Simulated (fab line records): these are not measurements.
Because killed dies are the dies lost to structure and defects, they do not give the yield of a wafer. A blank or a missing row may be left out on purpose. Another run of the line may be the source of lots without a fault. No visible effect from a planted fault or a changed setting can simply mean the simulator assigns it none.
What tool caused it? ; flow nand harc ; 12 lots, 36 wafers sampled, at 5 steps of a route of 1159

WHAT THE GAUGES SHOWED, per wafer
NHARC_A_STAIRCASE_INSPECT_155.
lot;measured;on;raw defect count
L074;day 14 05:19;defect inspect-02;379 261 232
L076;day 14 05:10;defect inspect-02;214 287 244
L079;day 14 15:38;defect inspect-02;333 346 419
L081;day 15 14:43;defect inspect-02;422 398 480
L083;day 16 03:50;defect inspect-02;556 453 467
L087;day 16 21:13;defect inspect-01;436 493 389
L085;day 17 03:50;defect inspect-01;357 287 309
L089;day 17 19:43;defect inspect-02;333 477 318
L091;day 17 18:11;defect inspect-01;442 301 834
L095;day 19 00:35;defect inspect-01;493 368 436
L093;day 19 02:31;defect inspect-02;454 304 307
L097;day 19 13:17;defect inspect-02;349 297 346

EACH LOT AND THE TOOL THAT RAN IT (in order: tool; ch and the chambers of the sampled wafers; start)
lot;NHARC_A_STAIRCASE_ETCH_253;NHARC_A_STAIRCASE_ETCH_453;NHARC_A_STAIRCASE_CMP_152;NHARC_A_STAIRCASE_DEP_471
L074;rie diel-07 ch 1,2, day 11 18:26;rie diel-06 ch 1,3, day 14 03:23 or earlier;cmp-01 ch 0,1, day 14 03:23;pecvd-04 ch 0,1, day 14 04:43
L076;rie diel-06 ch 0,1,2, day 11 23:39;rie diel-06 ch 1,2,3, day 14 03:06 or earlier;cmp-02 ch 0,2, day 14 03:06;pecvd-04 ch 0,1,2, day 14 04:31
L079;rie diel-07 ch 1,2, day 12 09:21;rie diel-06 ch 0,1, day 14 13:48 or earlier;cmp-03 ch 0,3, day 14 13:48;pecvd-03 ch 0,2, day 14 15:05
L081;rie diel-06 ch 1,2, day 12 23:11;rie diel-02 ch 0,3, day 15 12:59 or earlier;cmp-01 ch 0,1, day 15 12:59;pecvd-01 ch 0,1,2, day 15 14:06
L083;rie diel-02 ch 1,3, day 13 11:16;rie diel-06 ch 0,1,2, day 16 01:59 or earlier;cmp-03 ch 0,2, day 16 01:59;pecvd-03 ch 0,1,2, day 16 03:14
L087;rie diel-07 ch 0,2,3, day 14 12:52;rie diel-07 ch 0,2, day 16 19:14 or earlier;cmp-02 ch 0,2,3, day 16 19:14;pecvd-01 ch 1,2, day 16 20:37
L085;rie diel-06 ch 0,1,2, day 14 15:49;rie diel-02 ch 0,2, day 17 02:03 or earlier;cmp-01 ch 1,2, day 17 02:03;pecvd-03 ch 0,2, day 17 03:13
L089;rie diel-02 ch 0,2, day 15 05:31;rie diel-07 ch 1,3, day 17 17:50 or earlier;cmp-02 ch 0,2,3, day 17 17:50;pecvd-03 ch 0,1, day 17 19:09
L091;rie diel-02 ch 1,2,3, day 15 08:04;rie diel-07 ch 1,2,3, day 17 16:25 or earlier;cmp-01 ch 0,1,2, day 17 16:25;pecvd-01 ch 0,1,2, day 17 17:32
L095;rie diel-06 ch 1,2,3, day 16 10:37;rie diel-07 ch 1,2,3, day 18 22:50 or earlier;cmp-02 ch 1,2,3, day 18 22:50;pecvd-03 ch 0,1,2, day 18 23:58
L093;rie diel-06 ch 0,1, day 16 12:52;rie diel-02 ch 0,1,3, day 19 00:46 or earlier;cmp-03 ch 1,2,3, day 19 00:46;pecvd-01 ch 0,1, day 19 01:57
L097;rie diel-02 ch 1,2,3, day 17 03:15;rie diel-06 ch 0,3, day 19 11:32 or earlier;cmp-01 ch 0,2,3, day 19 11:32;pecvd-04 ch 1,2, day 19 12:43
- NHARC_A_STAIRCASE_ETCH_253: etches the open film in C4F8/O2, target depth 50 nm, time 20.2 s.
- NHARC_A_STAIRCASE_ETCH_453: etches the open film in CF4/O2, target depth 30 nm, overetch 3 nm, time 16.5 s.
- NHARC_A_STAIRCASE_CMP_152: polishes.
- NHARC_A_STAIRCASE_DEP_471: deposits SiO2, target thk 100 nm.

THE ANSWER, worked out from the rows above alone
Rule: the lots themselves supply what counts as usual. The widest of any qualifying gaps counts: lots, ordered by their means at a reading, are off when they make up no more than a third of the lots, leave a main group of 4 or more, and stand apart from it by 3 or more times the standard deviation of that group's means. The tables above print the reading to a certain number of digits; a main group whose means all agree to those digits is not used. A lot without any number at a reading at which 4 lots or more have one is off too. Where the step has rows for the other lots, those lots are counted as sound.
None of the lots is off at any reading shown; this tells nothing.

WHAT WAS PUT IN BY THE SIMULATOR
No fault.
